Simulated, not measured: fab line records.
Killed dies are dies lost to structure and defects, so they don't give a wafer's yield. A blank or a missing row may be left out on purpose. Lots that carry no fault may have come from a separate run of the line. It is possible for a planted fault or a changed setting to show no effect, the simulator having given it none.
fab line records | flow nandHarc
[record] lots = 6 wafers = 17 lastDay = 34
route steps=1302 shown A_CONTACT@1012 END@1302
lots that met no fault: from a run of the same line without faults
startH: start of the lot's first displayed wafer, in hours after the record's first day | waitH: time in hours since the lot's previous step | " identical to the entry in the row above | L1.1+2: a row that stands for several wafers | - no value, or no start was given | * or withheld: withheld | < > ~ a bound
route shown NAME@n: names a module that has steps shown in the file, with the first one's number in the route | usual: mean/standard deviation of fault-free wafers | same: alike in all rows | chamber/n: place in a boat | sites: per-site readings | _std_site: standard deviation across them | _edge_site: mean of outer sites minus mean of inner sites | radiusMm: for every site, how far away it sits from the centre of the wafer | mask NAME#n: copy n | behind: the last tool/chamber to shape the wafer | hold: reason for holding the lot/hours on hold/outcome of the hold | device: which transistor (n, p or np) failed to switch | end of line: tests run on the same wafers once the route is complete | where a step has no rows: the recipe by itself | killed: count of dies lost to structure and defects at first sort (not the wafer's yield) | map: dies across one wafer; x = killed, . = not, _ = none there
set.NAME: the run value of the setting; set.NAME@STEP: its run value at that earlier step | model.NAME: the simulator's own value behind a step, which no gauge read
lots at some steps of the route; a table a step, a row a wafer
services: from which hour (startH, from the record's first day; less than 0 if before it) a tool's chamber was out of use, for how many hours, and why
[[steps]]
[step NHARC_A_CONTACT_ETCH_118]
[recipe] sourceW = withheld pressureMtorr = 20 biasV = 3000 timeS = 190 targetDepthA = 18500 arFlowSccm = withheld c4f8FlowSccm = withheld o2FlowSccm = withheld chemistry = C4F8/O2/Ar
[step NHARC_A_CONTACT_ETCH_119]
[recipe] sourceW = withheld pressureMtorr = 20 biasV = 3000 timeS = 190 targetDepthA = 18500 arFlowSccm = withheld c4f8FlowSccm = withheld o2FlowSccm = withheld chemistry = C4F8/O2/Ar
[step NHARC_A_CONTACT_ETCH_120]
[recipe] sourceW = withheld pressureMtorr = 20 biasV = 3000 timeS = 190 targetDepthA = 18500 arFlowSccm = withheld c4f8FlowSccm = withheld o2FlowSccm = withheld chemistry = C4F8/O2/Ar
// columns lot.wafer tool chamber startH waitH rfHoursCounterH
L229.1 harCapEtch-03 1 587.54 0.1 62
L229.3 " 0 " " -
L229.5 " 0 " " -
L228.2 harCapEtch-02 0 588.95 0.1 103
L228.3 " 1 " " -
L234.2 harCapEtch-03 0 632.76 0.1 72
L234.5 " 0 " " -
L234.6 " 1 " " -
L237.2 harCapEtch-02 1 683.68 0.1 118
L237.1 " 0 " " 118
L237.5 " 1 " " -
L238.2 harCapEtch-03 1 684.44 0.1 81
L238.4 " 0 " " -
L238.6 " 0 " " -
L242.1 harCapEtch-03 0 731.41 0.1 88
L242.4 " 0 " " -
L242.5 " 0 " " -
[step NHARC_A_CONTACT_ETCH_121]
[recipe] sourceW = withheld pressureMtorr = 20 biasV = 3000 timeS = 190 targetDepthA = 18500 arFlowSccm = withheld c4f8FlowSccm = withheld o2FlowSccm = withheld chemistry = C4F8/O2/Ar
// columns lot.wafer tool chamber startH waitH rfHoursCounterH
L229.1 harCapEtch-03 1 587.71 0.1 62
L229.3 " 0 " " -
L229.5 " 0 " " -
L228.2 harCapEtch-02 0 589.12 0.1 103
L228.3 " 1 " " -
L234.2 harCapEtch-03 0 632.94 0.1 72
L234.5 " 0 " " -
L234.6 " 1 " " -
L237.2 harCapEtch-02 1 683.85 0.1 118
L237.1 " 0 " " 118
L237.5 " 1 " " -
L238.2 harCapEtch-03 1 684.61 0.1 81
L238.4 " 0 " " -
L238.6 " 0 " " -
L242.1 harCapEtch-03 0 731.58 0.1 88
L242.4 " 0 " " -
L242.5 " 0 " " -
[step NHARC_A_CONTACT_ETCH_122]
[recipe] sourceW = withheld pressureMtorr = 20 biasV = 3000 timeS = 190 targetDepthA = 18500 arFlowSccm = withheld c4f8FlowSccm = withheld o2FlowSccm = withheld chemistry = C4F8/O2/Ar
// columns lot.wafer tool chamber startH waitH rfHoursCounterH
L229.1 harCapEtch-03 1 587.88 0.1 62
L229.3 " 0 " " -
L229.5 " 0 " " -
L228.2 harCapEtch-02 0 589.29 0.1 103
L228.3 " 1 " " -
L234.2 harCapEtch-03 0 633.11 0.1 73
L234.5 " 0 " " -
L234.6 " 1 " " -
L237.2 harCapEtch-02 1 684.02 0.1 119
L237.1 " 0 " " 119
L237.5 " 1 " " -
L238.2 harCapEtch-03 1 684.78 0.1 82
L238.4 " 0 " " -
L238.6 " 0 " " -
L242.1 harCapEtch-03 0 731.75 0.1 88
L242.4 " 0 " " -
L242.5 " 0 " " -
[step NHARC_A_CONTACT_ETCH_123]
[recipe] sourceW = withheld pressureMtorr = 20 biasV = 400 timeS = 490 targetDepthA = 21100 arFlowSccm = withheld c4f8FlowSccm = 11.5 o2FlowSccm = 7.2 chemistry = C4F8/O2/Ar
// columns lot.wafer tool chamber startH waitH rfHoursCounterH
L229.1 harCapEtch-03 1 588.05 0.1 62
L229.3 " 0 " " -
L229.5 " 0 " " -
L228.2 harCapEtch-02 0 589.46 0.1 103
L228.3 " 1 " " -
L234.2 harCapEtch-03 0 633.28 0.1 73
L234.5 " 0 " " -
L234.6 " 1 " " -
L237.2 harCapEtch-02 1 684.19 0.1 119
L237.1 " 0 " " 119
L237.5 " 1 " " -
L238.2 harCapEtch-03 1 684.95 0.1 82
L238.4 " 0 " " -
L238.6 " 0 " " -
L242.1 harCapEtch-03 0 731.98 0.2 88
L242.4 " 0 " " -
L242.5 " 0 " " -
[step NHARC_A_CONTACT_ETCH_90]
[recipe] targetDepthA = 400 overEtchFrac = 0.5 timeS = 85.7 ionEnergyEv = 120 ch3fFlowSccm = 50 o2FlowSccm = 30 arFlowSccm = 200 rfW = 500 biasW = 100 chemistry = CH3F/O2
[usual] drypumpMotorCurrentA = 5.8/0.45 oesProductAu = 0.96/0.037 rfVppV = 244.8/1.4 showerheadPlenumPTorr = 2.48/0.077 throttleValvePct = 20.663/0.01
// columns lot.wafer tool chamber startH waitH drypumpMotorCurrentA oesProductAu rfHoursCounterH rfVppV showerheadPlenumPTorr throttleValvePct
L229.3 rieDiel-03 2 589.05 0.6 5.9 0.91 18 245.0 2.39 20.665
L229.1 " 3 " " 6.5 0.92 18 246.8 2.54 20.663
L229.5 " 1 " " 6.2 0.93 - 245.1 2.56 20.644
L228.3 rieDiel-03 3 590.44 0.6 6.5 0.92 18 243.9 2.54 20.662
L228.2 " 0 " " 5.3 0.92 16 245.7 2.48 20.680
L234.2 rieDiel-03 0 634.25 0.9 5.3 0.96 24 243.4 2.47 20.663
L234.5 " 0 " " 5.3 0.96 - 244.6 2.47 20.656
L234.6 " 1 " " 6.1 0.96 - 245.8 2.55 20.660
L237.2 rieDiel-03 3 685.18 0.9 6.5 1.01 6 246.2 2.53 20.661
L237.1 " 1 " " 6.2 1.01 4 245.9 2.55 20.657
L237.5 " 2 " " 5.9 1.00 - 244.7 2.39 20.653
L238.4 rieDiel-04 0 685.96 0.7 5.6 0.93 54 245.4 2.51 20.660
L238.2 " 1 " " 5.7 0.93 52 245.0 2.49 20.651
L238.6 " 2 " " 6.0 0.93 - 245.1 2.48 20.670
L242.1 rieDiel-03 0 732.88 0.8 5.3 0.92 12 244.2 2.47 20.641
L242.4 " 2 " " 5.9 0.93 14 243.7 2.38 20.677
L242.5 " 0 " " 5.3 0.92 - 244.1 2.47 20.672
[step NHARC_A_CONTACT_ETCH_96]
[recipe] targetDepthA = 200 overEtchFrac = 0.5 timeS = 10 ionEnergyEv = 250 c4f6FlowSccm = 25 o2FlowSccm = 20 arFlowSccm = 500 rfW = 600 biasW = 500 chemistry = C4F6/O2
[step NHARC_A_CONTACT_CD_MEAS_53]
[usual] cdNm = 289.5/0.76
// columns lot.wafer tool chamber startH waitH cdNm
L229.1 cdSem-03 - 589.25 - 288.4
L229.3 " - " " 288.5
L229.5 " - " " 288.8
L228.2 cdSem-03 - 590.66 - 291.0
L228.3 " - " " 290.8
L234.2 cdSem-01 - 634.47 - 289.3
L234.5 " - " " 289.3
L234.6 " - " " 289.3
L237.1 cdSem-02 - 685.44 - 289.0
L237.2 " - " " 289.2
L237.5 " - " " 288.6
L238.2 cdSem-01 - 686.15 - 290.7
L238.4 " - " " 290.6
L238.6 " - " " 290.5
L242.1 cdSem-03 - 733.08 - 288.5
L242.4 " - " " 288.2
L242.5 " - " " 288.4
[step NHARC_A_CONTACT_STRIP_99]
[recipe] n2FlowSccm = 150 h2FlowSccm = 150 arFlowSccm = 0 biasW = 0 chemistry = N2/H2
[step NHARC_A_CONTACT_STRIP_100]
[recipe] cf4FlowSccm = 100 chf3FlowSccm = 30 arFlowSccm = 0 biasW = 0 chemistry = CF4/CHF3
[step NHARC_A_CONTACT_STRIP_101]
[recipe] o2FlowSccm = 400 cosFlowSccm = 20 arFlowSccm = 0 biasW = 0 chemistry = O2/COS
[step NHARC_A_CONTACT_ETCH_102]
[recipe] targetDepthA = 1000 overetchA = 100 timeS = 55 ionEnergyEv = 100 cf4FlowSccm = 80 o2FlowSccm = 20 arFlowSccm = 0 rfW = 300 biasW = 100 chemistry = CF4/O2
[usual] drypumpMotorCurrentA = 5.8/0.43 oesProductAu = 1.001/0.0073 rfVppV = 198.2/1.2 showerheadPlenumPTorr = 1.35/0.045 throttleValvePct = 13.398/0.0083
// columns lot.wafer tool chamber startH waitH drypumpMotorCurrentA oesProductAu rfHoursCounterH rfVppV showerheadPlenumPTorr throttleValvePct
L229.1 rieDiel-03 3 589.54 0.1 6.5 0.990 18 198.8 1.38 13.402
L229.3 " 0 " " 5.3 0.949 15 197.3 1.34 13.400
L229.5 " 3 " " 6.5 0.995 - 198.4 1.38 13.392
L228.3 rieDiel-03 2 590.96 0.1 5.9 0.955 18 197.4 1.30 13.391
L228.2 " 0 " " 5.3 1.002 16 198.7 1.34 13.398
L234.2 rieDiel-04 3 634.78 0.1 5.0 1.010 34 196.1 1.29 13.396
L234.6 " 1 " " 5.7 1.003 - 197.9 1.36 13.396
L234.5 " 2 " " 5.9 1.011 - 197.4 1.35 13.377
L237.1 rieDiel-11 0 685.74 0.1 5.3 1.002 16 200.9 1.44 13.390
L237.2 " 2 " " 5.8 0.991 20 199.0 1.43 13.392
L237.5 " 0 " " 5.3 1.000 - 199.3 1.44 13.387
L238.4 rieDiel-11 2 686.44 0.1 5.8 1.008 20 200.3 1.43 13.396
L238.2 " 0 " " 5.4 0.999 16 200.0 1.44 13.386
L238.6 " 1 " " 5.7 1.016 - 197.0 1.27 13.399
L242.1 rieDiel-03 2 733.39 0.1 5.9 1.016 14 197.8 1.29 13.395
L242.4 " 3 " " 6.5 1.004 13 198.5 1.37 13.405
L242.5 " 0 " " 5.3 0.998 - 197.9 1.34 13.390
[step NHARC_A_CONTACT_STRIP_55]
[recipe] o2FlowSccm = 500 arFlowSccm = 0 biasW = 0 chemistry = O2
[step NHARC_END_SORT_01]
[recipe] tempC = 25
[usual] killedAtArray = 62/16 killedAtOther = 0.8/1.1 killedAtPeriphery = 4/3.2 killedDies = 67/16 killedOpen = 3.5/1.9 killedShort = 2.1/1.5
[same] grossDies = 677
// columns lot.wafer tool chamber startH waitH killedAtArray killedAtOther killedAtPeriphery killedDies killedOpen killedShort
L229.1 prober-02 0 649.21 2.5 60 1 4 65 3 0
L229.3 prober-02 0 650.84 3.1 198 2 4 204 4 2
L229.5 prober-02 0 652.47 3.8 46 4 2 52 5 1
L228.3 prober-01 0 673.78 3.1 243 0 3 246 1 3
// killed by level:class
L229.1 A_SLIT:chamberFilmFlake=31 A_CHANNEL_HOLE_D2:chamberFilmFlake=16 A_CHANNEL_HOLE_D1:chamberFilmFlake=6 A_CONTACT:chamberFilmFlake=3 A_ONON_D2:geometricParticle:open=2 P_GATE:chamberFilmFlake=2 P_M1:geometricParticle:open=1 P_ZERO_WELL:chamberFilmFlake=1
L229.3 A_CONTACT:areaEtch=153 A_SLIT:chamberFilmFlake=23 A_CHANNEL_HOLE_D2:chamberFilmFlake=8 A_CHANNEL_HOLE_D1:chamberFilmFlake=5 P_STI:chamberFilmFlake=2 THIN_TSV:chamberFilmFlake=2 A_CHANNEL_HOLE_D1:geometricParticle:short=1 A_CHANNEL_FILL_D1:geometricParticle:open=1
L229.5 A_SLIT:chamberFilmFlake=27 A_CHANNEL_HOLE_D2:chamberFilmFlake=8 THIN_TSV:chamberFilmFlake=4 A_CONTACT:chamberFilmFlake=3 A_M0:geometricParticle:open=2 P_CONTACT:geometricParticle:open=1 A_ONON_D1:geometricParticle:open=1 A_DECK1_JOINT:geometricParticle:short=1
L228.3 A_CONTACT:areaEtch=180 A_CHANNEL_HOLE_D1:chamberFilmFlake=29 A_CHANNEL_HOLE_D2:chamberFilmFlake=23 A_CONTACT:chamberFilmFlake=4 A_CHANNEL_FILL_D1:chamberFilmFlake=2 A_CHANNEL_FILL_D1:geometricParticle:short=1 A_CHANNEL_HOLE_D2:geometricParticle:short=1 A_CONTACT:geometricParticle:open=1
// map L228.3 (x killed, . not)
____________x____________
_________xxxxxxx_________
_______xxxxxxx.xxx_______
______xxxx...xx...x______
_____xxxxxxx...x..xx_____
____xxxxx.x....xxx.x.____
____xxxxxxx.x.xx...xx____
___x..x.xxxx.x.x.....x___
___x.....x.x.x.xx..x.x___
__x.x.xxx.xxx.xx...xxxx__
__x....xx..xxx.xx...xx.__
_x.xxx.x.x.xxxxxx......x_
_xx.x..xxxxxxxxxxx.....x_
_xx.xxxx.xx..xxx..x.xx.._
_x..x.xx......xxxx......_
_x..xxxx...xxxxx........_
..xxx.............x....x.
xx.x.xx......x..x........
.xx...x........x...x.x...
xx....x.........x........
x...........x..x......x..
_xx..x.........x.x......_
_xxx...x............x..._
_.x..x.................x_
_xxx....x............x.._
_x..x.x.x....x......x..._
__x..............x.....__
__x..xxx.x.......x.....__
___.x...x.xx..........___
___x.....x..........x.___
____...xx......x.....____
____.xx.....x..x....x____
_____xx.....xx...x.x_____
______..x..x.xx.x..______
_______.........xx_______
_________x......_________
____________x____________
// map L229.3 (x killed, . not)
____________.____________
_________..x.x.._________
_______.x..x...x.x_______
______.xx..x..xx..x______
_____.x....x....x..x_____
____x.....xx.......xx____
____x..x...x..xx.x..x____
___x...x..x.x...x.....___
___.....x...........x.___
__x..x.......x..x....xx__
__.xx......x...x..x..x.__
_.x.........x.......x.x._
_.xxx.........x....x...x_
_x...x.................x_
_..x.................x.._
_xx.....x..xxx..x...x..._
..xx..................xx.
x.x...x.........x...xx.xx
xx.......x............x..
....x...xx...x.x...x...x.
..x.........x.xx..xx...xx
_......x............x.xx_
_........x....xx..x.x..._
_...x......x.x.........x_
_xxx.........x.x....xxx._
_.x....xx.x....x..xxx..x_
__.xx.x..x....x..x....x__
__.x..xx..x..x.xxxx.xx.__
___x..x......xxx.xxx.x___
___.......x.x.xxxxx...___
____..x...x.xx.xxx.x.____
____..x.x....xxxxx..x____
_____xx...x..x..xxxx_____
______xx.xxx....xx.______
_______x.x......x._______
_________x.xx.xx_________
____________.____________
[[services]]
// columns tool chamber startH hours kind
rieDiel-03 0 565.92 - clean
rieDiel-03 1 565.92 - clean
rieDiel-03 2 565.92 - clean
rieDiel-03 3 565.92 - clean
rieDiel-03 0 583.13 5.1 repair
rieDiel-03 0 590.42 - clean
rieDiel-03 1 590.42 - clean
rieDiel-03 2 590.42 - clean
rieDiel-03 3 590.42 - clean
rieDiel-11 1 593.13 14.8 repair
rieDiel-11 - 612.05 9.0 pm
rieDiel-03 0 614.97 - clean
rieDiel-03 1 614.97 - clean
rieDiel-03 2 614.97 - clean
rieDiel-03 3 614.97 - clean
rieDiel-11 3 632.52 1.7 repair
rieDiel-03 - 635.30 9.0 pm
rieDiel-03 0 635.30 9.0 ventCycle
rieDiel-03 1 635.30 9.0 ventCycle
rieDiel-03 2 635.30 9.0 ventCycle
rieDiel-04 - 708.90 9.0 pm
rieDiel-11 2 714.40 3.5 repair
rieDiel-03 0 718.40 1.2 repair
harCapEtch-02 - 719.74 0.1 repair
[[key]]
[firstSign] step = NHARC_A_CONTACT_ETCH_102 reading = oesProductAu direction = down sigmas = 6.6 usual = 1.001 struck = 0.952
[effect] step = NHARC_END_SORT_01 reading = killedAtArray direction = up sigmas = 9.7 usual = 62 struck = 220
[moreKillsBornAt] NHARC_A_CONTACT_ETCH_102@rieDiel-03 = 333
metAt NHARC_A_CONTACT_ETCH_102
struckWafers L228.3,L229.3
testerLeftOut L228,L229
[fault] kind = processParameterDrift tool = rieDiel-03 chamber = - onsetH = 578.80 steps = NHARC_A_CONTACT_ETCH_102 channel = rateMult offset = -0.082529 shape = step endH = 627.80 scope = struckWafersOnly
// testerLeftOut: of these lots the tester's yield and bins aren't shown, on N5 and GAA mostly nor the transistor test; their killed dies are dies lost to structure and defects alone, not to doping, threshold or leakage, so they don't give the yield
